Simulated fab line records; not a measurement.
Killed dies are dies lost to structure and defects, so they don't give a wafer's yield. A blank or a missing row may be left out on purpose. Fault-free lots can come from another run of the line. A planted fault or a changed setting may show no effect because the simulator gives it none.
Split-lot experiment	flow n5-finfet	route with 1938 steps; 7 lots, 39 wafers read

SPLIT DETAILS
At N5_BEOL_M15_DEP_53 (deposits SiCN from 3MS/NH3, target thk 50 nm, time 17.8 s), the setting target-thk-a was moved away from the recipe's 500 angstrom on 12 of the 39 wafers read, by -45.3% to +46.1%. For the rest of the wafers, this setting stayed at what the recipe calls for.

Reading taken at the split's own step.

THE READING
SiCN_of_BEOL_M15_DEP_53.thk-nm (the simulator's own value, which no gauge read), in nm, at N5_BEOL_M15_DEP_53 (deposits SiCN from 3MS/NH3, target thk 50 nm, time 17.8 s). There is no usual value for it anywhere in the file. The 27 wafers here that ran the recipe average 49.9 nm, standard deviation 0.7 nm.

wafer	tool, chamber at the split	target-thk-a as run, angstrom	against the recipe	SiCN_of_BEOL_M15_DEP_53.thk-nm, nm	against lot-mates on the recipe
L075.1	pecvd-04, 2	500	recipe	49.6	-
L075.2	pecvd-04, 0	500	recipe	49.2	-
L075.3	pecvd-04, 1	500	recipe	49.8	-
L075.4	pecvd-04, 1	730.6	+46.1%	73.4	+23.9
L075.5	pecvd-04, 0	730.6	+46.1%	73.6	+24.1
L075.6	pecvd-04, 2	730.6	+46.1%	73.2	+23.7
L077.1	pecvd-02, 1,2	500	recipe	49.6	-
L077.6	pecvd-02, 1,2	500	recipe	49.6	-
L077.2	pecvd-02, 2,0	500	recipe	49.4	-
L077.3	pecvd-02, 2,0	500	recipe	49.4	-
L077.4	pecvd-02, 1	500	recipe	50.6	-
L077.5	pecvd-02, 0	500	recipe	50.2	-
L080.1	pecvd-02, 2	500	recipe	49	-
L080.2	pecvd-02, 0	273.7	-45.3%	27.4	-22.2
L080.6	pecvd-02, 0	273.7	-45.3%	27.4	-22.2
L080.3	pecvd-02, 1	500	recipe	49.8	-
L080.4	pecvd-02, 2	500	recipe	50	-
L080.5	pecvd-02, 1	273.7	-45.3%	28	-21.6
L079.1	pecvd-04, 0	414.9	-17.0%	41.2	-9.0
L079.2	pecvd-04, 2	414.9	-17.0%	41	-9.2
L079.3	pecvd-04, 1	414.9	-17.0%	40.2	-10.0
L079.4	pecvd-04, 1	500	recipe	50.2	-
L079.5	pecvd-04, 2	500	recipe	50	-
L079.6	pecvd-04, 0	500	recipe	50.4	-
L082.1	pecvd-03, 2,1	602.3	+20.5%	60.4	+9.7
L082.4	pecvd-03, 2,1	602.3	+20.5%	60.4	+9.7
L082.2	pecvd-03, 1	602.3	+20.5%	60	+9.3
L082.3	pecvd-03, 0	500	recipe	49.8	-
L082.5	pecvd-03, 2	500	recipe	51.8	-
L082.6	pecvd-03, 0	500	recipe	50.4	-
L088.1	pecvd-04, 1	500	recipe	49.2	-
L088.2	pecvd-04, 2	500	recipe	50.2	-
L088.3	pecvd-04, 0	500	recipe	49.8	-
L088.4	pecvd-04, 1	500	recipe	50.4	-
L088.5	pecvd-04, 0	500	recipe	50	-
L088.6	pecvd-04, 2	500	recipe	51	-
L094.1	pecvd-03, 2	500	recipe	49.6	-
L094.2	pecvd-03, 1	500	recipe	48	-
L094.5	pecvd-03, 2	500	recipe	50.6	-
When a row names more than one chamber, that row covers several wafers, and the file does not tell which wafer ran in which chamber.

THE FIT
A straight line over all 39 wafers: SiCN_of_BEOL_M15_DEP_53.thk-nm changes by +0.504 nm for each +1% of target-thk-a; r = +1.00; the points scatter about the line by 0.66 nm.
The same after taking each lot's own level away (the mean of its wafers on the recipe; 39 wafers): +0.502 nm for each +1%; r = +1.00; scatter 0.68 nm.
That fit puts the effect of the largest move of target-thk-a on the reading at 23 nm.
The span of the lots' own levels, 49.40 to 50.67 nm, comes to 1.8 times the standard deviation stated above.
Consequently the slope shifts little with the lot-to-lot level, the two slopes agreeing.
Check: +23 nm against its lot-mates is what the line predicts for one of the wafers moved furthest among these (+46.1%) when that wafer is left out of the fit. Against them it came out at +23.9 nm.

THESE WAFERS: OTHER SPLITS
Note: prior to the reading, these wafers also went through further splits. Each is held against what the fit with the lots' levels taken away leaves over:
other split on the same wafers	wafers away from the commonest value	r with SiCN_of_BEOL_M15_DEP_53.thk-nm (lot level and that fit taken away)
N5_BEOL_M13_TRENCH_ETCH_34 time-s	18	+0.02

FILE'S OWN FIT
SiCN_of_BEOL_M15_DEP_53.thk-nm changes by +0.502 nm for each +1% of target-thk-a, r = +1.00.
